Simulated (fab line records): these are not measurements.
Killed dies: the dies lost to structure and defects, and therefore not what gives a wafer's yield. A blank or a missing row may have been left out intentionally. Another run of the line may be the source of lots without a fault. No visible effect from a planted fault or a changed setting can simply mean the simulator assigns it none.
A struck lot beside a sound one | flow nand_harc | 14 steps out of a route of 1302
Sound: these wafers, L491.3, L491.4, L491.5. Struck: wafer L482.1. (L482.4, L482.6 of the same lot were not struck and are left out.) The cause comes at the end.
Each step with rows lists, per side, the tool, then ch with its chambers, then its first start. Under that, the readings that differ: sound wafers | struck wafers | difference of the means | sigmas: that difference in standard deviations of wafers without a fault.
alike: readings whose means differ by less than 2 such deviations, and words and numbers that are the same on both sides. not compared: withheld readings, readings that some wafer has no value for, bounds like >300 that may hide the same value, and numbers for which the record gives no deviation and whose values overlap.
The two part at a step that has a row with sigmas, a row that says differs or no value, or rows on one side only. Numbers that don't overlap but have no deviation are shown without sigmas and don't part them. A reading that every wafer of one side lacks parts them only if that side has two wafers or more.

first, 1 step without rows for these wafers: NHARC_A_STAIRCASE_DESCUM_11 (chemistry O2, time 3 s).
NHARC_A_STAIRCASE_TRIM_12: chemistry O2, time 211.2 s.
  sound on rie_diel-03 ch 0,1,2, day 22 04:38; struck on rie_diel-10 ch 3, day 19 07:12
  alike: chamber_pressure_mTorr, drypump_motor_current_A, mfc_ar_sccm, oes_product_au, rf_vpp_V, showerhead_plenum_p_Torr, throttle_valve_pct
  not compared: rf_hours_counter_h
then, 2 steps without rows for these wafers: NHARC_A_STAIRCASE_ETCH_13 (etches the open film in C4F8/O2, target depth 100 nm, time 40.5 s); NHARC_A_STAIRCASE_TRIM_14 (chemistry O2, time 211.2 s).
NHARC_A_STAIRCASE_ETCH_15: etches the open film in C4F8/O2, target depth 100 nm, time 40.5 s.
  sound: rie_diel-03 ch 0,2,3; struck: rie_diel-10 ch 3
  alike: chamber_pressure_mTorr, oes_product_au, rf_vpp_V
  not compared: rf_hours_counter_h
NHARC_A_STAIRCASE_TRIM_16: chemistry O2, time 211.2 s.
  sound: rie_diel-03 ch 0,2,3; struck: rie_diel-10 ch 3
  reading                     | sound       | struck | difference | sigmas
  drypump_motor_current_A (A) | 6.1 6.8 6.1 | 5.4    | -0.9       | -2
  alike: chamber_pressure_mTorr, mfc_ar_sccm, oes_product_au, rf_vpp_V, showerhead_plenum_p_Torr, throttle_valve_pct
  not compared: rf_hours_counter_h
then, 1 step without rows for these wafers: NHARC_A_STAIRCASE_ETCH_17 (etches the open film in C4F8/O2, target depth 100 nm, time 40.5 s).
NHARC_A_STAIRCASE_TRIM_18: chemistry O2, time 211.2 s.
  sound: rie_diel-03 ch 0,3; struck: rie_diel-10 ch 1
  reading                | sound                | struck | difference | sigmas
  throttle_valve_pct (%) | 17.033 17.031 17.024 | 17.050 | +0.021     | +2
  alike: chamber_pressure_mTorr, drypump_motor_current_A, mfc_ar_sccm, oes_product_au, rf_vpp_V, showerhead_plenum_p_Torr
  not compared: rf_hours_counter_h
NHARC_A_STAIRCASE_ETCH_19: etches the open film in C4F8/O2, target depth 100 nm, time 40.5 s.
  sound: rie_diel-03 ch 1,3; struck: rie_diel-10 ch 2
  reading      | sound       | struck | difference | sigmas
  rf_vpp_V (V) | 898 906 904 | 891    | -12        | -2
  alike: chamber_pressure_mTorr, oes_product_au
  not compared: rf_hours_counter_h
then, 2 steps without rows for these wafers: NHARC_A_STAIRCASE_TRIM_20 (chemistry O2, time 211.2 s); NHARC_A_STAIRCASE_ETCH_21 (etches the open film in C4F8/O2, target depth 100 nm, time 40.5 s).
NHARC_A_STAIRCASE_TRIM_22: chemistry O2, time 211.2 s.
  sound on rie_diel-04 ch 1,2, day 22 06:01; struck on rie_diel-04 ch 2, day 19 08:50
  reading               | sound             | struck | difference | sigmas
  oes_product_au (a.u.) | 0.990 0.998 1.001 | 0.853  | -0.143     | -18
  alike: chamber_pressure_mTorr, drypump_motor_current_A, mfc_ar_sccm, rf_vpp_V, showerhead_plenum_p_Torr, throttle_valve_pct
  not compared: rf_hours_counter_h
then, 1 step without rows for these wafers: NHARC_A_STAIRCASE_ETCH_23 (etches the open film in C4F8/O2, target depth 100 nm, time 40.5 s).
-- break in the record here, with 12 days between the starts of the struck wafers on either side (left off in module A_STAIRCASE, picked up again in module END, where the first step shown is number 1302 on the route) --
NHARC_END_SORT_01:
  sound on prober-02 ch 0, day 32 10:06; struck on prober-01 ch 0, day 31 16:44
  reading     | sound | struck | difference | sigmas
  killed_open | 0 2 1 | 6      | +5         | +2
  alike: killed_at_array, killed_at_other, killed_at_periphery, killed_dies, killed_short

== WHERE THEY PART ==
Last at NHARC_END_SORT_01 as far as this record goes, first at NHARC_A_STAIRCASE_TRIM_16.

WHY: what had been put in by the simulator
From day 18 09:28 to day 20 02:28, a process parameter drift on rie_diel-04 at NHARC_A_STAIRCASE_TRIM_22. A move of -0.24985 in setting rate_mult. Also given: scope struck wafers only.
